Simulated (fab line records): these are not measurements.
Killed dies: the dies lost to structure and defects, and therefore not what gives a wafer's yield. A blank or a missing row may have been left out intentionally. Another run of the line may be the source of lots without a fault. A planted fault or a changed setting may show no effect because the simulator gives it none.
Split-lot trial ; flow n5 finfet ; 21 wafers read from 7 lots, route of 1938 steps

THE SPLIT ITSELF
At N5_BEOL_M8_ETCH_65 (etches SiARC in CF4, target depth 15.6 nm, time 26 s), the setting source w was moved away from the recipe's 545 W on 7 of the 21 wafers read, by -14.3% to +7.4%. This setting was run at the recipe's value on the other wafers.

Reading taken at the split's own step.

THE READING
rf vpp V, in V, at N5_BEOL_M8_ETCH_65 (etches SiARC in CF4, target depth 15.6 nm, time 26 s). A value of 184.1 V with a standard deviation of 1.2 V is what fault-free wafers of this fab line usually give.

wafer;tool, chamber at the split;source w as run, W;against the recipe;rf vpp V, V;against lot-mates on the recipe
L075.2;rie diel-01, 2;545;recipe;182.6;-
L075.3;rie diel-01, 1;467.3;-14.3%;194.2;+11.4
L075.6;rie diel-01, 3;545;recipe;182.9;-
L076.3;rie diel-03, 0;545;recipe;185.6;-
L076.4;rie diel-03, 2;545;recipe;184.6;-
L076.5;rie diel-03, 1;572.5;+5.0%;180.3;-4.8
L081.2;rie diel-03, 3;513.6;-5.8%;189.8;+5.5
L081.5;rie diel-03, 1;545;recipe;183.9;-
L081.6;rie diel-03, 2;545;recipe;184.7;-
L080.2;rie diel-05, 1;545;recipe;183.7;-
L080.5;rie diel-05, 2;545;recipe;183.7;-
L080.6;rie diel-05, 3;545;recipe;182.7;-
L084.3;rie diel-01, 3;545;recipe;181.8;-
L084.5;rie diel-01, 0;545;recipe;183.7;-
L084.6;rie diel-01, 3;545;recipe;182.8;-
L085.2;rie diel-05, 0;507.7;-6.8%;189.7;+5.0
L085.3;rie diel-05, 3;507.7;-6.8%;190.0;+5.3
L085.5;rie diel-05, 3;545;recipe;184.7;-
L093.1;rie diel-03, 3;585.2;+7.4%;177.8;-8.2
L093.3;rie diel-03, 0;545;recipe;186.0;-
L093.5;rie diel-03, 2;585.2;+7.4%;178.9;-7.1

THE FIT
A straight line over all 21 wafers: rf vpp V changes by -0.778 V for each +1% of source w; r = -0.96; the points scatter about the line by 1.1 V.
The same after taking each lot's own level away (the mean of its wafers on the recipe; 21 wafers): -0.874 V for each +1%; r = -0.99; scatter 0.67 V.
Per that fit: largest source w move, reading shift of 12 V.
Measured against the standard deviation above, the lots' own levels, which go from 182.75 to 186.00 V, span 2.7 times it.
So the slope is not independent of the lot-to-lot level: the two fits are not the same.
Check: +12.9 V against its lot-mates is what the line predicts for one of the wafers moved furthest among these (-14.3%) when that wafer is left out of the fit. Against them it came out at +11.4 V.
Tool readings at the split's step, against how far the setting was moved: etch rf on time s r = -0.92; rf vpp V r = -0.96.

FURTHER SPLITS ON THESE WAFERS
Before the reading, these wafers also passed through other splits. Each is held against what the fit with the lots' levels taken away leaves over:
other split on the same wafers;wafers away from the commonest value;r with rf vpp V (lot level and that fit taken away)
N5_BEOL_M8_EXPOSE_25 dose mj;3;+0.10

THE WHOLE CHAIN: every reading that the file lists as answering this split, in the file's order
step;what it does;reading;change (the file's fit);r (the file's)
N5_BEOL_M8_ETCH_65;etches SiARC in CF4, target depth 15.6 nm, time 26 s;etch rf on time s;withheld for each +1% of the setting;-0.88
N5_BEOL_M8_ETCH_65;etches SiARC in CF4, target depth 15.6 nm, time 26 s;rf vpp V;-0.855 V for each +1% of the setting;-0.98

FILE'S OWN FIT
rf vpp V changes by -0.855 V for each +1% of source w, r = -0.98.
